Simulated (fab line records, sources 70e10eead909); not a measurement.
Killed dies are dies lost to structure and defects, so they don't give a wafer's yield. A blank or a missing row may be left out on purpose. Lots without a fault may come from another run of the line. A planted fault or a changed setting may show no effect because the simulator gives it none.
fab line records | flow nand_harc
record lots=5 wafers=15 last_day=33
route steps=1302 shown P_ZERO_WELL@29 END@1302
lots that met no fault: from a run of the same line without faults
start_h: hours from the record's first day to the start of the lot's first wafer shown | wait_h: hours since the lot's step before | " the same as in the row above | L1.1+2: a row that stands for several wafers | - no value, or no start given | * or withheld: withheld | < > ~ a bound
route shown NAME@n: a module of which the file shows steps, and the number in the route of the first | usual: mean/standard deviation of fault-free wafers | same: alike in all rows | chamber/n: place in a boat | sites: the reading at each site | _std_site: their standard deviation | _edge_site: outer sites' mean less inner sites' | radius_mm: how far each site lies from the wafer's centre | mask NAME#n: copy n | behind: the tool/chamber that last shaped the wafer | hold: why the lot was held/for how many hours/how that ended | device: the transistor (n, p or np) that didn't switch | end of line: the same wafers' tests at the end of the route | a step without rows: its recipe alone | killed: dies lost to structure and defects at the first sort, not the wafer's yield | map: a wafer's dies, x killed, . not, _ none there
set.NAME: the setting as run; set.NAME@STEP: as run at that earlier step | model.NAME: the simulator's own value behind a step, which no gauge read
lots at some steps of the route; a table a step, a row a wafer
services: from which hour (start_h, from the record's first day; less than 0 if before it) a tool's chamber was out of use, for how many hours, and why
## steps
# step NHARC_P_ZERO_WELL_CD_MEAS_24
# recipe target_cd_nm=720 landing_energy_ev=500
# usual cd_nm=719.9/1.3
# columns lot.wafer tool chamber start_h wait_h cd_nm
L475.1 cd_sem-01 0 22.48 - 720.7
L475.4 " 0 " " 719.4
L475.5 " 0 " " 720.4
L483.2 cd_sem-03 0 102.34 - 719.3
L483.4 " 0 " " 720.1
L483.6 " 0 " " 719.0
L484.1 cd_sem-03 0 112.33 - 719.7
L484.2 " 0 " " 721.7
L484.4 " 0 " " 720.9
L494.3 cd_sem-02 0 212.59 - 718.7
L494.5 " 0 " " 718.5
L494.6 " 0 " " 719.0
L496.2 cd_sem-03 0 232.58 - 719.7
L496.5 " 0 " " 718.8
L496.6 " 0 " " 722.5
# step NHARC_P_ZERO_WELL_HARDBAKE_25
# recipe temp_c=125 time_s=80
# step NHARC_P_ZERO_WELL_DESCUM_26
# recipe time_s=3 o2_flow_sccm=200 ar_flow_sccm=0 bias_power_w=0 chemistry=O2
# usual drypump_motor_current_A=5.8/0.46 oes_product_au=1.002/0.0075 rf_vpp_V=57.6/0.89 showerhead_plenum_p_Torr=1.88/0.089 throttle_valve_pct=11.312/0.009
# columns lot.wafer tool chamber start_h wait_h drypump_motor_current_A oes_product_au rf_hours_counter_h rf_vpp_V showerhead_plenum_p_Torr throttle_valve_pct
L475.1 rie_diel-12 3 22.64 - 6.3 0.991 31 58.5 1.91 11.303
L475.4 " 1 " " 5.4 1.000 28 57.6 1.79 11.303
L475.5 " 0 " " 5.7 1.003 - 57.2 2.03 11.311
L483.4 rie_diel-08 0 102.52 - 4.8 1.018 27 57.7 1.77 11.300
L483.2 " 1 " " 5.7 1.016 25 58.1 1.81 11.309
L483.6 " 0 " " 4.8 1.003 - 57.2 1.77 11.317
L484.1 rie_diel-12 1 112.49 - 5.4 1.002 2 55.8 1.78 11.301
L484.4 " 2 " " 6.3 1.014 2 57.4 1.84 11.319
L484.2 " 3 " " 6.3 0.995 2 58.6 1.90 11.312
L494.3 rie_diel-11 0 212.79 - 5.5 0.985 43 59.0 1.90 11.318
L494.5 " 1 " " 5.4 0.995 - 57.8 1.99 11.328
L494.6 " 2 " " 6.4 0.994 - 56.5 1.79 11.319
L496.2 rie_diel-11 1 232.77 - 5.4 1.008 40 58.9 1.99 11.319
L496.6 " 2 " " 6.4 0.998 - 56.4 1.78 11.317
L496.5 " 3 " " 5.4 1.012 - 58.6 1.82 11.323
# step NHARC_P_ZERO_WELL_IMPLANT_27
# recipe energy_kev=600 dose_cm2=1e+13 tilt_deg=7
# step NHARC_P_ZERO_WELL_IMPLANT_57
# recipe energy_kev=250 dose_cm2=4e+12 tilt_deg=7
# step NHARC_P_ZERO_WELL_IMPLANT_58
# recipe energy_kev=100 dose_cm2=2e+12 tilt_deg=7
# step NHARC_P_ZERO_WELL_STRIP_28
# recipe time_s=840 temp_c=130 chemistry=SPM
# step NHARC_P_ZERO_WELL_DEHYDRATE_29
# recipe temp_c=150 time_s=120
# step NHARC_P_ZERO_WELL_HMDS_30
# recipe time_s=30
# step NHARC_P_ZERO_WELL_COAT_31
# recipe spin_rpm=withheld
# step NHARC_P_ZERO_WELL_SOFTBAKE_32
# recipe temp_c=122 time_s=95
# step NHARC_P_ZERO_WELL_EBR_33
# step NHARC_P_ZERO_WELL_EXPOSE_34
# recipe na=0.6 target_cd_nm=720 dose_mj=22.31 mask_id=P_PWELL
# columns lot.wafer tool chamber start_h wait_h mask
L475.1+4+5 krf_scanner-04 0 23.95 - P_PWELL#0
L483.2+4+6 krf_scanner-03 0 103.71 - P_PWELL_R1#0
L484.1+2+4 krf_scanner-04 0 113.81 - P_PWELL#0
L494.3+5+6 krf_scanner-04 0 214.09 - P_PWELL#0
L496.2+5+6 krf_scanner-03 0 234.06 - P_PWELL#0
# step NHARC_P_ZERO_WELL_PEB_35
# recipe peb_temp_c=118 peb_time_s=85
# step NHARC_P_ZERO_WELL_DEVELOP_36
# recipe time_s=70
# step NHARC_P_ZERO_WELL_CD_MEAS_37
# recipe target_cd_nm=720 landing_energy_ev=500
# usual cd_nm=720.0/1.6
# columns lot.wafer tool chamber start_h wait_h cd_nm
L475.1 cd_sem-01 0 24.11 - 720.0
L475.4 " 0 " " 719.8
L475.5 " 0 " " 719.9
L483.2 cd_sem-03 0 103.86 - 660.0
L483.4 " 0 " " 660.9
L483.6 " 0 " " 660.5
L484.1 cd_sem-03 0 113.96 - 720.1
L484.2 " 0 " " 720.2
L484.4 " 0 " " 720.0
L494.3 cd_sem-03 0 214.25 - 717.8
L494.5 " 0 " " 719.3
L494.6 " 0 " " 718.2
L496.2 cd_sem-01 0 234.21 - 720.6
L496.5 " 0 " " 719.6
L496.6 " 0 " " 721.6
# step NHARC_P_ZERO_WELL_HARDBAKE_38
# recipe temp_c=125 time_s=80
# step NHARC_END_SORT_01
# recipe temp_c=25
# usual killed_at_array=55/17 killed_at_other=1.1/1.4 killed_at_periphery=3.9/3 killed_dies=59/17 killed_open=3.5/2 killed_short=2.6/1.6
# same gross_dies=677
# columns lot.wafer tool chamber start_h wait_h killed_at_array killed_at_other killed_at_periphery killed_dies killed_open killed_short
L475.1 prober-01 0 572.89 2.5 61 0 2 63 0 2
L475.4 prober-01 0 575.26 3.4 56 1 3 60 4 0
L475.5 prober-01 0 576.05 3.7 71 1 4 76 3 2
L483.2 prober-01 0 648.51 2.8 28 3 3 34 2 4
L483.4 prober-01 0 650.12 3.4 41 3 4 48 1 4
L483.6 prober-01 0 651.73 4.0 36 0 7 43 3 2
# killed by level:class
L475.1 A_SLIT:chamber_film_flake=24 A_CHANNEL_HOLE_D2:chamber_film_flake=23 A_STAIRCASE:chamber_film_flake=4 A_CONTACT:unspecified=4 A_CHANNEL_HOLE_D1:chamber_film_flake=2 A_CONTACT:chamber_film_flake=2 A_DECK1_JOINT:geometric_particle:short=1 A_ONON_D2:geometric_particle:short=1
L475.4 A_SLIT:chamber_film_flake=26 A_CHANNEL_HOLE_D2:chamber_film_flake=22 P_M2:chamber_film_flake=2 A_CONTACT:chamber_film_flake=2 A_DECK1_JOINT:geometric_particle:open=1 A_ONON_D2:geometric_particle:open=1 A_M0:geometric_particle:open=1 STARTING-WAFER:geometric_particle:open=1
L475.5 A_CHANNEL_HOLE_D2:chamber_film_flake=25 A_SLIT:chamber_film_flake=25 A_CONTACT:chamber_film_flake=6 A_BONDPAD:chamber_film_flake=6 P_M2:chamber_film_flake=2 P_GATE:geometric_particle:open=1 A_ONON_D1:geometric_particle:short=1 A_ONON_D2:geometric_particle:short=1
L483.2 A_CHANNEL_HOLE_D2:chamber_film_flake=14 A_M1:chamber_film_flake=3 A_CHANNEL_HOLE_D1:chamber_film_flake=2 THIN_TSV:chamber_film_flake=2 P_ZERO_WELL:area_expose=2 P_M0:geometric_particle:short=1 A_ONON_D1:geometric_particle:open=1 A_DECK1_JOINT:geometric_particle:open=1
L483.4 A_CHANNEL_HOLE_D2:chamber_film_flake=14 A_M1:chamber_film_flake=7 A_DECK1_JOINT:chamber_film_flake=6 A_CHANNEL_HOLE_D1:chamber_film_flake=4 THIN_TSV:chamber_film_flake=3 P_GATE:chamber_film_flake=2 A_ZERO_WELL:chamber_film_flake=2 A_CONTACT:chamber_film_flake=2
L483.6 A_CHANNEL_HOLE_D2:chamber_film_flake=17 A_CHANNEL_HOLE_D1:chamber_film_flake=6 P_ZERO_WELL:area_expose=4 A_DECK1_JOINT:chamber_film_flake=3 A_M1:chamber_film_flake=3 P_M0:geometric_particle:open=1 P_M1:geometric_particle:short=1 A_CHANNEL_HOLE_D2:geometric_particle:short=1
## services
# columns tool chamber start_h hours kind
rie_diel-11 0 -0.52 9.5 repair
rie_diel-12 2 0.25 9.5 repair
krf_scanner-04 - 10.00 4.0 pm
rie_diel-08 - 16.42 9.0 pm
krf_scanner-03 - 37.01 2.0 repair
krf_scanner-03 - 53.10 4.0 pm
krf_scanner-04 - 62.65 1.9 repair
krf_scanner-04 - 77.10 0.6 repair
rie_diel-11 - 80.31 9.0 pm
rie_diel-12 - 95.09 9.0 pm
rie_diel-12 - 113.99 11.1 repair
rie_diel-08 0 126.90 15.9 repair
rie_diel-11 3 131.58 11.4 repair
rie_diel-12 - 138.53 9.9 repair
rie_diel-11 2 140.41 1.6 repair
rie_diel-11 2 148.81 9.2 repair
rie_diel-11 1 156.05 28.9 repair
rie_diel-08 0 171.81 4.1 repair
krf_scanner-04 - 182.00 4.0 pm
rie_diel-08 - 193.42 9.0 pm
krf_scanner-04 - 198.63 1.8 repair
krf_scanner-04 - 224.52 4.7 repair
rie_diel-12 3 224.85 15.8 repair
krf_scanner-03 - 225.10 4.0 pm
## key
first_sign step=NHARC_P_ZERO_WELL_EXPOSE_34 reading=mask direction=changed
effect step=NHARC_P_ZERO_WELL_CD_MEAS_37 reading=cd_nm direction=down sigmas=36 usual=720.0 struck=660.4
met_at NHARC_P_ZERO_WELL_EXPOSE_34
struck_wafers L483.2,L483.4,L483.6
tester_left_out L483
fault kind=wrong_mask tool=any chamber=- onset_h=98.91 steps=NHARC_P_ZERO_WELL_EXPOSE_34 aux_copy=P_PWELL_R1#0 cd_offset_nm=-60.469 scope=struck_lots_only
# tester_left_out: of these lots the tester's yield and bins aren't shown, on N5 and GAA mostly nor the transistor test; their killed dies are dies lost to structure and defects alone, not to doping, threshold or leakage, so they don't give the yield
